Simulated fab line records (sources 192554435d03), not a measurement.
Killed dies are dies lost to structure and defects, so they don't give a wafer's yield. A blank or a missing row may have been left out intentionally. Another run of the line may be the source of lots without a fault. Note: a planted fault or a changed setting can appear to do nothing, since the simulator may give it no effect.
Chamber matching | flow n5Finfet | 3 sister chambers for N5_MOL_CONTACT_COAG_CO_FILL_22 on cvdCo-01
The step material Co, precursor CCTBA/H2, target thk 20 nm. 6 wafers are shown with their chamber, then 12 later ones without.

WAFERS WITH THEIR CHAMBER
wafer  | chamber | heaterPowerW (W) | chamberPressureTorr (Torr)
L086.4 | 2       | 195              | 30.07
L086.5 | 1       | 208              | 29.91
L086.6 | 0       | 234              | 29.98
L088.1 | 2       | 199              | 30.06
L088.2 | 1       | 206              | 29.88
L088.6 | 0       | 234              | 30.00

WAFERS WITH NO CHAMBER GIVEN
wafer  | heaterPowerW (W) | chamberPressureTorr (Torr)
L089.1 | 229              | 30.01
L089.3 | 195              | 29.95
L089.5 | 198              | 30.05
L092.1 | 233              | 29.99
L092.3 | 199              | 30.00
L092.6 | 229              | 30.18
L093.1 | 224              | 29.94
L093.3 | 199              | 30.02
L093.5 | 205              | 30.01
L096.1 | 202              | 30.06
L096.3 | 202              | 29.98
L096.5 | 203              | 30.07

EACH ONE'S CHAMBER
wafer  | from the rows above     | in truth
L089.1 | 0                       | 0
L089.3 | can't be placed: 1 or 2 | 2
L089.5 | 2                       | 2
L092.1 | 0                       | 0
L092.3 | 2                       | 2
L092.6 | 0                       | 0
L093.1 | 0                       | 0
L093.3 | 2                       | 2
L093.5 | can't be placed: 2 or 1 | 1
L096.1 | 2                       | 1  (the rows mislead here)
L096.3 | can't be placed: 2 or 1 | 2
L096.5 | 2                       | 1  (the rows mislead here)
Placed correctly: 7 of 12. These rows do not allow placing 3 (true chamber among the candidates in 3). 2 placed wrongly.
How it was worked out, from the rows above alone: a wafer's distance from a chamber is the root of the sum, over the readings, of the square of ((its reading less the chamber's mean) divided by the reading's scatter). If the next closest chamber is less than 2 further off than the closest, the wafer can't be placed; otherwise it belongs to the closest. For every chamber, the mean is computed from those of its wafers that are shown. The scatter is the square root of a quotient: the sum, over the shown wafers, of each reading's squared deviation from its chamber's mean, divided by wafers minus chambers.
